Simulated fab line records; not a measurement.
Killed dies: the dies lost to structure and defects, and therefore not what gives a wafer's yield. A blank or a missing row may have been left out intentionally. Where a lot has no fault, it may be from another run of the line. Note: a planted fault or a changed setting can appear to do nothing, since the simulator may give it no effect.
fab line records ; flow nand-harc
record: lots: 11; wafers: 32; last-day: 24
route steps=1159 shown P_CONTACT@237 P_M0@260
lots that met no fault: taken from a fault-free run of the same line
start-h: hours from the record's opening day to when the first of the lot's shown wafers began ; wait-h: how many hours have passed since the lot's step before this one ; " unchanged from the row above ; L1.1+2: a single row standing in for several wafers ; - no value, or no start was given ; * or withheld: withheld ; < > ~ a bound
route shown NAME@n: NAME is a module with steps in the file, n the number in the route of the first one ; usual: mean/standard deviation taken from wafers without a fault ; same: alike in all rows ; chamber/n: place in a boat ; sites: readings site by site ; _std_site: the values' standard deviation ; _edge_site: the outer-site mean with the inner-site mean subtracted ; radius-mm: how far each site lies from the wafer's centre ; mask NAME#n: copy n ; behind: the most recent tool/chamber to have shaped the wafer ; hold: what put the lot on hold/how long, in hours/how the hold closed ; device: the transistor (n, p or np) that didn't switch ; end of line: tests run on the same wafers once the route is complete ; for a step that has no rows: nothing shown but its recipe ; killed: count of dies lost to structure and defects at first sort (not the wafer's yield) ; map: shows each die of a wafer: x if killed, . if not, _ if none is there
set.NAME: the setting the step ran with; set.NAME@STEP: the setting that earlier step ran with ; model.NAME: the simulator's own value behind a step, which no gauge read
steps of the route over a sample of lots; a table a step, a row a wafer
services: the hour from which a tool's chamber was out of use, counted from the record's first day as start-h (under 0 if before that day), plus the number of hours and why
== steps ==
step: NHARC_P_CONTACT_ETCH_36
recipe: target-depth-a: 2600; over-etch-frac: 0.25; time-s: 406.25; ion-energy-ev: 200; n2-flow-sccm: 150; h2-flow-sccm: 150; ar-flow-sccm: 0; rf-w: 400; bias-w: 150; chemistry: N2/H2
usual: drypump-motor-current-A: 5.8/0.48; oes-product-au: 0.997/0.0072; rf-vpp-V: 430.6/2.6; showerhead-plenum-p-Torr: 2.04/0.094; throttle-valve-pct: 14.170/0.0079
lot.wafer;tool;chamber;start-h;wait-h;drypump-motor-current-A;oes-product-au;rf-hours-counter-h;rf-vpp-V;showerhead-plenum-p-Torr;throttle-valve-pct
L510.4;rie-diel-06;0;-;-;5.0;1.003;9;434.1;2.18;14.159
L510.1;rie-diel-06;1;-;-;5.2;1.011;10;432.0;2.08;14.161
L510.6;rie-diel-06;3;-;-;4.8;1.003;-;434.8;2.22;14.162
L514.2;rie-diel-05;1;-;-;5.4;0.996;11;428.5;1.96;14.169
L514.3;rie-diel-05;2;-;-;6.3;1.007;13;433.4;2.16;14.162
L514.1;rie-diel-05;3;-;-;5.6;0.997;12;426.5;1.90;14.172
L516.3;rie-diel-12;3;-;-;5.8;0.999;12;433.1;2.12;14.157
L516.4;rie-diel-12;1;-;-;5.4;1.004;8;433.5;2.12;14.173
L516.5;rie-diel-12;2;-;-;5.8;1.014;-;427.9;1.96;14.182
L517.1;rie-diel-12;1;-;-;5.4;1.005;8;433.1;2.12;14.172
L517.2;rie-diel-12;3;-;-;5.8;1.006;13;432.9;2.12;14.170
L517.6;rie-diel-12;1;-;-;5.4;0.999;-;433.7;2.12;14.176
L519.3;rie-diel-12;3;-;-;5.7;0.996;14;431.4;2.12;14.171
L519.1;rie-diel-12;0;-;-;6.7;1.001;13;428.2;1.97;14.150
L519.5;rie-diel-12;2;-;-;5.8;0.998;-;429.1;1.96;14.181
L522.1;rie-diel-12;3;-;-;5.7;0.985;17;432.0;2.11;14.178
L522.4;rie-diel-12;0;-;-;6.7;0.991;16;428.7;1.97;14.167
L522.2;rie-diel-12;1;-;-;5.4;1.004;13;432.7;2.12;14.184
L527.3;rie-diel-12;3;-;-;5.7;0.991;0;432.7;2.11;14.173
L527.2;rie-diel-12;1;-;-;5.4;1.006;0;433.4;2.12;14.171
L529.2;rie-diel-12;1;-;-;5.4;0.996;2;432.8;2.12;14.173
L529.4;rie-diel-12;2;-;-;5.7;0.995;2;428.3;1.96;14.166
L529.6;rie-diel-12;0;-;-;6.7;0.989;-;428.4;1.97;14.174
L530.4;rie-diel-12;0;-;-;6.7;0.992;3;427.7;1.97;14.178
L530.3;rie-diel-12;1;-;-;5.4;0.995;3;432.4;2.12;14.170
L530.6;rie-diel-12;3;-;-;5.7;1.001;-;433.2;2.11;14.167
L531.3;rie-diel-12;2;-;-;5.8;1.002;3;427.7;1.96;14.167
L531.2;rie-diel-12;3;-;-;5.7;0.989;3;432.6;2.11;14.167
L531.1;rie-diel-12;1;-;-;5.4;0.987;3;433.4;2.12;14.193
L533.1;rie-diel-12;1;-;-;5.5;0.993;4;432.8;2.12;14.162
L533.4;rie-diel-12;2;-;-;5.8;0.988;5;429.3;1.96;14.173
L533.5;rie-diel-12;1;-;-;5.4;0.985;-;434.3;2.12;14.170
step: NHARC_P_M0_EXPOSE_06
recipe: na: 1.35; target-cd-nm: 90; dose-mj: 81.28; mask-id: P_M0
usual: exposure-dose-mJ-cm2: 81.24/0.096; focus-offset-nm: 0.0/0.52
same: na: 1.35
lot.wafer;tool;chamber;start-h;wait-h;mask;exposure-dose-mJ-cm2;focus-offset-nm
L510.1;arfi-scanner-01;0;121.12;-;P_M0#0;81.18;0.2
L510.4;arfi-scanner-01;0;121.12;-;P_M0#0;81.15;-1.4
L510.6;arfi-scanner-01;0;121.12;-;P_M0#0;81.29;0.5
L514.1;arfi-scanner-02;0;136.79;-;P_M0#0;81.23;0.9
L514.2;arfi-scanner-02;0;136.79;-;P_M0#0;81.27;0.1
L514.3;arfi-scanner-02;0;136.79;-;P_M0#0;81.30;0.6
L516.3;arfi-scanner-03;0;157.03;-;P_M0#0;81.40;0.1
L516.4;arfi-scanner-03;0;157.03;-;P_M0#0;81.31;0.8
L516.5;arfi-scanner-03;0;157.03;-;P_M0#0;81.28;0.0
L517.1;arfi-scanner-01;0;157.66;-;P_M0#0;81.19;-0.3
L517.2;arfi-scanner-01;0;157.66;-;P_M0#0;81.23;0.3
L517.6;arfi-scanner-01;0;157.66;-;P_M0#0;81.21;-0.1
L519.1;arfi-scanner-02;0;168.66;-;P_M0#0;81.38;0.6
L519.3;arfi-scanner-02;0;168.66;-;P_M0#0;81.26;0.6
L519.5;arfi-scanner-02;0;168.66;-;P_M0#0;81.30;-0.2
L522.1;arfi-scanner-03;0;194.36;-;P_M0#0;81.31;0.4
L522.2;arfi-scanner-03;0;194.36;-;P_M0#0;81.40;0.1
L522.4;arfi-scanner-03;0;194.36;-;P_M0#0;81.23;0.4
L527.2;arfi-scanner-03;0;216.91;-;P_M0#0;103.79;-0.3
L527.3;arfi-scanner-03;0;216.91;-;P_M0#0;103.77;-0.3
L529.2;arfi-scanner-03;0;232.96;-;P_M0#0;99.24;0.2
L529.4;arfi-scanner-03;0;232.96;-;P_M0#0;99.35;-0.3
L529.6;arfi-scanner-03;0;232.96;-;P_M0#0;99.33;-0.7
L530.3;arfi-scanner-01;0;237.86;-;P_M0#0;81.11;0.2
L530.4;arfi-scanner-01;0;237.86;-;P_M0#0;81.16;-0.4
L530.6;arfi-scanner-01;0;237.86;-;P_M0#0;81.10;0.6
L531.1;arfi-scanner-02;0;245.05;-;P_M0#0;81.23;-1.1
L531.2;arfi-scanner-02;0;245.05;-;P_M0#0;81.18;-0.4
L531.3;arfi-scanner-02;0;245.05;-;P_M0#0;81.20;0.0
L533.1;arfi-scanner-02;0;255.01;-;P_M0#0;81.22;0.3
L533.4;arfi-scanner-02;0;255.01;-;P_M0#0;81.26;-0.5
L533.5;arfi-scanner-02;0;255.01;-;P_M0#0;81.17;-0.2
step: NHARC_P_M0_CD_MEAS_09
recipe: target-cd-nm: 90; landing-energy-ev: 500
usual: cd-nm: 89.7/0.51
lot.wafer;tool;chamber;start-h;wait-h;cd-nm
L510.1;cd-sem-02;0;121.26;-;89.8
L510.4;cd-sem-02;0;121.26;-;91.0
L510.6;cd-sem-02;0;121.26;-;90.4
L514.1;cd-sem-01;0;136.93;-;88.8
L514.2;cd-sem-01;0;136.93;-;89.2
L514.3;cd-sem-01;0;136.93;-;89.2
L516.3;cd-sem-03;0;157.16;-;89.8
L516.4;cd-sem-03;0;157.16;-;89.3
L516.5;cd-sem-03;0;157.16;-;89.7
L517.1;cd-sem-01;0;157.80;-;90.3
L517.2;cd-sem-01;0;157.80;-;90.3
L517.6;cd-sem-01;0;157.80;-;90.0
L519.1;cd-sem-01;0;168.80;-;89.0
L519.3;cd-sem-01;0;168.80;-;89.0
L519.5;cd-sem-01;0;168.80;-;89.9
L522.1;cd-sem-02;0;194.50;-;89.6
L522.2;cd-sem-02;0;194.50;-;89.9
L522.4;cd-sem-02;0;194.50;-;89.4
L527.2;cd-sem-02;0;217.05;-;105.2
L527.3;cd-sem-02;0;217.05;-;105.3
L529.2;cd-sem-01;0;233.10;-;102.5
L529.4;cd-sem-01;0;233.10;-;102.4
L529.6;cd-sem-01;0;233.10;-;102.1
L530.3;cd-sem-03;0;238.00;-;89.6
L530.4;cd-sem-03;0;238.00;-;89.4
L530.6;cd-sem-03;0;238.00;-;89.1
L531.1;cd-sem-02;0;245.19;-;89.8
L531.2;cd-sem-02;0;245.19;-;89.7
L531.3;cd-sem-02;0;245.19;-;89.9
L533.1;cd-sem-02;0;255.15;-;89.7
L533.4;cd-sem-02;0;255.15;-;89.5
L533.5;cd-sem-02;0;255.15;-;90.0
step: NHARC_P_M0_ETCH_15
recipe: target-depth-a: 1500; overetch-a: 150; time-s: 82.5; c4f8-flow-sccm: withheld; ar-flow-sccm: 400; rf-w: 600; bias-w: 300; chemistry: C4F8/Ar
usual: oes-product-au: 0.954/0.023; rf-vpp-V: 441.5/2.9
lot.wafer;tool;chamber;start-h;wait-h;oes-product-au;rf-hours-counter-h;rf-vpp-V
L510.4;rie-diel-10;2;-;-;0.981;10;444.1
L510.1;rie-diel-10;0;-;-;0.963;10;446.4
L510.6;rie-diel-10;2;-;-;0.985;-;447.2
L514.1;rie-diel-04;1;-;-;0.973;1;439.6
L514.3;rie-diel-04;3;-;-;0.952;1;441.3
L514.2;rie-diel-04;0;-;-;0.966;1;441.2
L516.4;rie-diel-10;2;-;-;0.911;12;442.4
L516.3;rie-diel-10;3;-;-;0.931;12;442.0
L516.5;rie-diel-10;0;-;-;0.928;-;445.3
L517.1;rie-diel-03;2;-;-;0.928;6;437.1
L517.2;rie-diel-03;0;-;-;0.924;7;441.0
L517.6;rie-diel-03;2;-;-;0.922;-;436.8
L519.3;rie-diel-10;3;-;-;0.981;13;441.7
L519.1;rie-diel-10;0;-;-;0.965;13;445.8
L519.5;rie-diel-10;0;-;-;0.962;-;445.7
L522.4;rie-diel-03;2;-;-;0.920;8;436.5
L522.1;rie-diel-03;3;-;-;0.921;8;444.4
L522.2;rie-diel-03;0;-;-;0.913;9;439.8
L527.2;rie-diel-04;3;-;-;0.978;8;442.6
L527.3;rie-diel-04;0;-;-;0.979;9;441.6
L529.4;rie-diel-04;0;-;-;0.917;10;441.6
L529.2;rie-diel-04;1;-;-;0.926;9;439.5
L529.6;rie-diel-04;0;-;-;0.926;-;441.6
L530.3;rie-diel-04;0;-;-;0.924;10;440.9
L530.4;rie-diel-04;1;-;-;0.920;9;440.7
L530.6;rie-diel-04;3;-;-;0.916;-;440.7
L531.3;rie-diel-04;2;-;-;0.927;10;443.7
L531.1;rie-diel-04;3;-;-;0.931;10;442.4
L531.2;rie-diel-04;0;-;-;0.929;10;441.4
L533.4;rie-diel-10;0;-;-;0.958;7;445.9
L533.1;rie-diel-10;2;-;-;0.974;6;444.2
L533.5;rie-diel-10;0;-;-;0.971;-;445.6
step: NHARC_P_M0_THK_MEAS_24
recipe: thk-meas-gauge: xrf
usual: thk-nm: 117.8/1.1
lot.wafer;tool;chamber;start-h;wait-h;thk-nm
L510.1;film-metro-01;-;123.86;-;118.0
L510.4;film-metro-01;-;123.86;-;116.2
L510.6;film-metro-01;-;123.86;-;116.2
L514.1;film-metro-01;-;139.45;-;118.2
L514.2;film-metro-01;-;139.45;-;119.5
L514.3;film-metro-01;-;139.45;-;118.1
L516.3;film-metro-02;-;159.65;-;117.4
L516.4;film-metro-02;-;159.65;-;116.3
L516.5;film-metro-02;-;159.65;-;119.0
L517.1;film-metro-01;-;160.29;-;117.4
L517.2;film-metro-01;-;160.29;-;116.9
L517.6;film-metro-01;-;160.29;-;117.5
L519.1;film-metro-01;-;171.31;-;118.3
L519.3;film-metro-01;-;171.31;-;120.9
L519.5;film-metro-01;-;171.31;-;120.6
L522.1;film-metro-02;-;197.31;-;117.0
L522.2;film-metro-02;-;197.31;-;117.7
L522.4;film-metro-02;-;197.31;-;117.8
L527.2;film-metro-02;-;219.58;-;118.0
L527.3;film-metro-02;-;219.58;-;118.1
L529.2;film-metro-02;-;235.66;-;117.9
L529.4;film-metro-02;-;235.66;-;117.0
L529.6;film-metro-02;-;235.66;-;117.0
L530.3;film-metro-01;-;240.55;-;117.8
L530.4;film-metro-01;-;240.55;-;119.0
L530.6;film-metro-01;-;240.55;-;117.5
L531.1;film-metro-02;-;247.74;-;118.0
L531.2;film-metro-02;-;247.74;-;117.2
L531.3;film-metro-02;-;247.74;-;117.6
L533.1;film-metro-01;-;257.66;-;117.6
L533.4;film-metro-01;-;257.66;-;117.1
L533.5;film-metro-01;-;257.66;-;117.0
== services ==
tool;chamber;start-h;hours;kind
arfi-scanner-02;-;84.00;4.0;pm
rie-diel-04;-;111.90;9.0;pm
arfi-scanner-03;-;119.63;0.6;repair
arfi-scanner-03;-;120.86;7.3;repair
rie-diel-05;0;137.20;12.3;repair
arfi-scanner-03;-;140.01;4.0;pm
rie-diel-10;3;140.47;2.4;repair
arfi-scanner-03;-;144.65;7.6;repair
rie-diel-05;3;148.56;6.0;repair
rie-diel-04;-;156.17;0.5;repair
rie-diel-10;0;157.93;1.7;repair
rie-diel-05;-;163.60;9.0;pm
arfi-scanner-03;-;164.59;0.7;repair
rie-diel-10;-;176.50;9.0;pm
arfi-scanner-02;-;181.01;9.7;repair
rie-diel-12;-;186.53;0.4;repair
arfi-scanner-03;-;194.76;0.8;repair
arfi-scanner-01;-;196.00;4.0;pm
rie-diel-12;-;202.45;9.0;pm
arfi-scanner-03;-;210.29;0.5;repair
rie-diel-03;-;215.30;9.0;pm
rie-diel-04;1;240.22;2.9;repair
arfi-scanner-02;-;241.46;0.3;repair
rie-diel-03;1;247.50;10.4;repair
== key ==
first-sign: step: NHARC_P_M0_EXPOSE_06; reading: exposure-dose-mJ-cm2; direction: up; sigmas: 99+; usual: 81.24; struck: 101.10
effect: step: NHARC_P_M0_CD_MEAS_09; reading: cd-nm; direction: up; sigmas: 27; usual: 89.7; struck: 103.5; through: control-loop
met-at NHARC_P_M0_EXPOSE_06
struck-lots L527,L529
loop-trim: step: NHARC_P_M0_EXPOSE_06; setting: dose; lots: L529
not-acting-at NHARC_P_CONTACT_ETCH_36,NHARC_P_M0_ETCH_15,NHARC_P_M0_THK_MEAS_24
onset-between 194.36 216.91
fault: kind: process-parameter-drift; tool: arfi-scanner-03; chamber: -; onset-h: 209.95; steps: NHARC_P_M0_EXPOSE_06; channel: dose-mj; offset: 22.559; shape: step; acts-in: these-recipes-only; stated: 81.28
loop-trim: a control loop set the setting to another value than it would have without faults
